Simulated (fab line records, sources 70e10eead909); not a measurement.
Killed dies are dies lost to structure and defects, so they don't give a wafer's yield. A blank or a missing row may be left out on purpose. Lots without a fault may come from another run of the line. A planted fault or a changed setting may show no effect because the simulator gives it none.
A struck lot beside a sound one | flow nand_harc | 17 steps out of a route of 1302
Sound: wafers L805.3, L805.5, L805.6. Struck: wafers L816.1, L816.4, L816.6. The cause comes at the end.
At each step with rows: each side's tool, then ch and its chambers, then its first start. Under that, the readings that differ: sound wafers | struck wafers | difference of the means | sigmas: that difference in standard deviations of wafers without a fault.
alike: readings whose means differ by less than 2 such deviations, and words and numbers that are the same on both sides. not compared: withheld readings, readings that some wafer has no value for, bounds like >300 that may hide the same value, and numbers for which the record gives no deviation and whose values overlap.
The two part at a step that has a row with sigmas, a row that says differs or no value, or rows on one side only. Numbers that don't overlap but have no deviation are shown without sigmas and don't part them. A reading that every wafer of one side lacks parts them only if that side has two wafers or more.

NHARC_P_M0_OVL_MEAS_10: pitch 180 nm.
  sound on overlay-01, day 7 00:11; struck on overlay-01, day 11 05:56
  alike: overlay_x_nm, overlay_y_nm
NHARC_P_M0_INSPECT_11:
  sound on defect_inspect-01, day 7 00:14; struck on defect_inspect-02, day 11 05:58
  alike: raw_defect_count
then, 2 steps without rows for these wafers: NHARC_P_M0_DESCUM_14 (chemistry O2, time 3 s); NHARC_P_M0_ETCH_34 (etches the open film in N2/H2, target depth 40 nm, overetch 12 nm, time 43.94 s).
NHARC_P_M0_ETCH_15: etches the open film in C4F8/Ar, target depth 150 nm, overetch 15 nm, time 82.5 s.
  sound on rie_diel-05 ch 1,2,3; struck on rie_diel-05 ch 0,2
  alike: oes_product_au, rf_vpp_V
  not compared: rf_hours_counter_h
NHARC_P_M0_CD_MEAS_16:
  sound on cd_sem-03, day 7 00:35; struck on cd_sem-03, day 11 06:20
  alike: cd_nm
NHARC_P_M0_STRIP_18: strips in N2/H2.
  sound on rie_diel-05 ch 0,3, day 7 00:41; struck on rie_diel-01 ch 0,1,3, day 11 06:28
  alike: drypump_motor_current_A, h2_flow_sccm, oes_product_au, rf_vpp_V, showerhead_plenum_p_Torr, throttle_valve_pct
  not compared: rf_hours_counter_h
then, 2 steps without rows for these wafers: NHARC_P_M0_STRIP_19 (strips in post etch residue remover, time 600 s); NHARC_P_M0_DEGAS_28 (time 60 s).
NHARC_P_M0_PRE_CLEAN_29: time 30 s.
  sound on pvd_sputter-01; struck on pvd_sputter-02
  alike: heater_power_w
then, 1 step without rows for these wafers: NHARC_P_M0_PVD_20 (deposits TaN, target thk 5 nm, time 8.06 s).
NHARC_P_M0_PVD_21: deposits Cu, target thk 30 nm, time 20.49 s.
  sound on pvd_sputter-01; struck on pvd_sputter-02
  alike: cathode_dc_power_W, throttle_valve_pct
NHARC_P_M0_ECD_22: material Cu, target thk 400 nm.
  sound on ecd_cu-02 ch 0,1, day 7 01:44; struck on ecd_cu-01 ch 0,1, day 11 07:19
  no value came back on the struck wafers for bath_heat_duty_pct (%), bath_temp_c (C); on the sound wafers bath_heat_duty_pct (%) reads 5.8 6.5 5.6
NHARC_P_M0_ANNEAL_30: time 90 s.
  sound on rtp_anneal-02 ch 0, day 7 02:04; struck on rtp_anneal-02 ch 0, day 11 07:41
  alike: wafer_temp_C_max
NHARC_P_M0_CMP_23: polishes, t overpolish 20 s, target thk 117.54 nm.
  sound on cmp-04 ch 2,3, day 7 02:18; struck on cmp-04 ch 0,2,3, day 11 08:03
  reading                | sound          | struck      | difference | sigmas
  time_to_endpoint_s (s) | 26.1 26.1 26.9 | 0.0 0.0 0.0 | -26.4      | -10
  alike: motor_current_A, slurry_flow_ml_min
NHARC_P_M0_THK_MEAS_24: measures by xrf.
  sound on film_metro-01, day 7 02:37; struck on film_metro-01, day 11 08:20
  reading     | sound             | struck         | difference | sigmas
  thk_nm (nm) | 118.1 114.5 117.3 | 31.8 30.3 29.4 | -86.1      | -62
then, 1 step without rows for these wafers: NHARC_P_M0_SRD_25.

WHERE THEY PART
First at NHARC_P_M0_ECD_22; last, within this record, at NHARC_P_M0_THK_MEAS_24.

WHY: what the simulator had put in
Skipped step whole: ecd_cu-01, from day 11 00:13 on, at NHARC_P_M0_ECD_22. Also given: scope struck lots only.
